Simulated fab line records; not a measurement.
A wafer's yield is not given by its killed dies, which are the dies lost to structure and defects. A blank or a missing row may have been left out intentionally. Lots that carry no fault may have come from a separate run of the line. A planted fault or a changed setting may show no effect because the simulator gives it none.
Split-lot experiment    flow n5Finfet    21 wafers read across 7 lots, on a route 1938 steps long

## ON THE SPLIT
At N5_BEOL_M7_VIA_ETCH_34 (etches SiCOH lowk in C4F6/O2, target depth 125.5 nm, time 50.5 s), the setting timeS was moved away from the recipe's 50.5 s on 6 of the 21 wafers read, by -22.1% to +11.4%. All remaining wafers had this setting at the recipe value.

The reading is taken at the split's own step.

## THE READING
SOC_of_BEOL_M7_COAT_63.thkNm (the simulator's own value, which no gauge read), in nm, at N5_BEOL_M7_VIA_ETCH_34 (etches SiCOH lowk in C4F6/O2, target depth 125.5 nm, time 50.5 s). There is no usual value for it anywhere in the file. Across the 15 wafers here that went through the recipe, the average is 53.9 nm and the standard deviation 0.14 nm.

wafer   tool, chamber at the split  timeS as run, s  against the recipe  SOC_of_BEOL_M7_COAT_63.thkNm, nm  against lot-mates on the recipe
L075.3  rieDiel-01, 1               50.5             recipe              53.8                              -
L075.5  rieDiel-01, 2               50.5             recipe              53.8                              -
L075.6  rieDiel-01, 0               50.5             recipe              53.8                              -
L077.2  rieDiel-03, 2               39.32            -22.1%              55.4                              +1.4
L077.3  rieDiel-03, 3               39.32            -22.1%              55.4                              +1.4
L077.6  rieDiel-03, 1               50.5             recipe              54                                -
L079.1  rieDiel-03, 2               50.5             recipe              54                                -
L079.3  rieDiel-03, 3               44.75            -11.4%              54.8                              +0.9
L079.6  rieDiel-03, 1               50.5             recipe              53.8                              -
L085.2  rieDiel-03, 1               50.5             recipe              53.8                              -
L085.5  rieDiel-03, 3               50.5             recipe              53.8                              -
L085.6  rieDiel-03, 0               50.5             recipe              54.2                              -
L089.3  rieDiel-01, 2               43.07            -14.7%              55.2                              +1.0
L089.4  rieDiel-01, 1               50.5             recipe              54.2                              -
L089.6  rieDiel-01, 3               43.07            -14.7%              55                                +0.8
L091.1  rieDiel-05, 0               50.5             recipe              53.8                              -
L091.4  rieDiel-05, 1               56.27            +11.4%              53.2                              -0.7
L091.6  rieDiel-05, 2               50.5             recipe              54                                -
L096.1  rieDiel-01, 0               50.5             recipe              54                                -
L096.5  rieDiel-01, 1               50.5             recipe              54                                -
L096.6  rieDiel-01, 0               50.5             recipe              53.8                              -

THE FIT
A straight line over all 21 wafers: SOC_of_BEOL_M7_COAT_63.thkNm changes by -0.0702 nm for each +1% of timeS; r = -0.97; the points scatter about the line by 0.14 nm.
The same after taking each lot's own level away (the mean of its wafers on the recipe; 21 wafers): -0.0635 nm for each +1%; r = -0.98; scatter 0.11 nm.
That fit puts the effect of the largest move of timeS on the reading at 1.4 nm.
From 53.80 to 54.20 nm: that is the span of the lots' own levels, equal to 2.8 times the standard deviation above.
In other words, the slope is changed by the lot-to-lot level; the two fits disagree.
Check: with one of the wafers moved furthest among these (-22.1%) left out of the fit, the line predicts +1.42 nm for it against its lot-mates. It came out at +1.4 nm against them.

## THE OTHER SPLITS THESE WAFERS WENT THROUGH
Before the reading, these wafers also passed through other splits. Each is held against what the fit with the lots' levels taken away leaves over:
other split on the same wafers          wafers away from the commonest value  r with SOC_of_BEOL_M7_COAT_63.thkNm (lot level and that fit taken away)
N5_BEOL_M2_ETCH_69 biasW                12                                    -0.16
N5_BEOL_M3_COAT_76 spinRpm              4                                     -0.34
N5_BEOL_M3_COAT_22 spinRpm              7                                     +0.25
N5_BEOL_M4_COAT_05 spinRpm              6                                     +0.17
N5_BEOL_M4_DESCUM_16 timeS              1                                     +0.23
N5_BEOL_M6_TRENCH_ETCH_37 biasW         4                                     -0.05
N5_BEOL_M6_ALD_77 coReactantPulseTimeS  9                                     +0.13

## THE WHOLE CHAIN: every reading that the file lists as answering this split, in the file's order
step                    what it does                                                      reading                                                                        change (the file's fit)                 r (the file's)
N5_BEOL_M7_VIA_ETCH_34  etches SiCOH lowk in C4F6/O2, target depth 125.5 nm, time 50.5 s  etch.depthNm (the simulator's own value, which no gauge read)                  +1.34 nm for each +1% of the setting    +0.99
N5_BEOL_M7_VIA_ETCH_34  etches SiCOH lowk in C4F6/O2, target depth 125.5 nm, time 50.5 s  SOC_of_BEOL_M7_COAT_63.thkNm (the simulator's own value, which no gauge read)  -0.0646 nm for each +1% of the setting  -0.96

## FILE'S OWN FIT
SOC_of_BEOL_M7_COAT_63.thkNm changes by -0.0646 nm for each +1% of timeS, r = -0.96.
